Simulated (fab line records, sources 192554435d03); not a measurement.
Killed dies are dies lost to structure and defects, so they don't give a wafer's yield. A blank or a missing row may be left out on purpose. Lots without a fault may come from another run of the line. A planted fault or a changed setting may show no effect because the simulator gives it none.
Chamber matching | flow n5_finfet | N5_BEOL_M13_DEP_53 on pecvd-03: 3 sister chambers
The step deposits SiCN from 3MS/NH3, target thk 50 nm, time 17.8 s. 5 wafers are shown with their chamber, then 8 later ones without.

WAFERS WITH THEIR CHAMBER
wafer  | chamber | throttle_valve_pct (%) | showerhead_plenum_p_Torr (Torr)
L089.1 | 0       | 17.2                   | 4.223
L089.4 | 0       | 16.9                   | 4.225
L091.2 | 2       | 17.3                   | 4.174
L091.5 | 1       | 19.6                   | 4.151
L092.1 | 1       | 19.4                   | 4.143

WAFERS WITHOUT THEIR CHAMBER
wafer  | throttle_valve_pct (%) | showerhead_plenum_p_Torr (Torr)
L092.2 | 17.4                   | 4.213
L092.5 | 17.0                   | 4.172
L095.2 | 17.4                   | 4.174
L095.5 | 17.4                   | 4.167
L095.6 | 19.5                   | 4.160
L097.2 | 17.5                   | 4.180
L097.3 | 19.5                   | 4.147
L097.6 | 19.2                   | 4.155

WHICH CHAMBER EACH WENT THROUGH
wafer  | from the rows above | in truth
L092.2 | 0                   | 0
L092.5 | 2                   | 2
L095.2 | 2                   | 2
L095.5 | 2                   | 2
L095.6 | 1                   | 1
L097.2 | 2                   | 2
L097.3 | 1                   | 1
L097.6 | 1                   | 1
Placed correctly: 8 of 8. Can't be placed from these rows: 0. Placed wrongly: 0.
How it was worked out, from the rows above alone: a wafer's distance from a chamber is the root of the sum, over the readings, of the square of ((its reading less the chamber's mean) divided by the reading's scatter). The wafer belongs to the nearest chamber; if the next one is less than 2 further off, it can't be placed. A chamber's mean is the mean of its shown wafers. The scatter: the root of (the sum of the squares of (reading less its chamber's mean) over the shown wafers, divided by (wafers less chambers)).
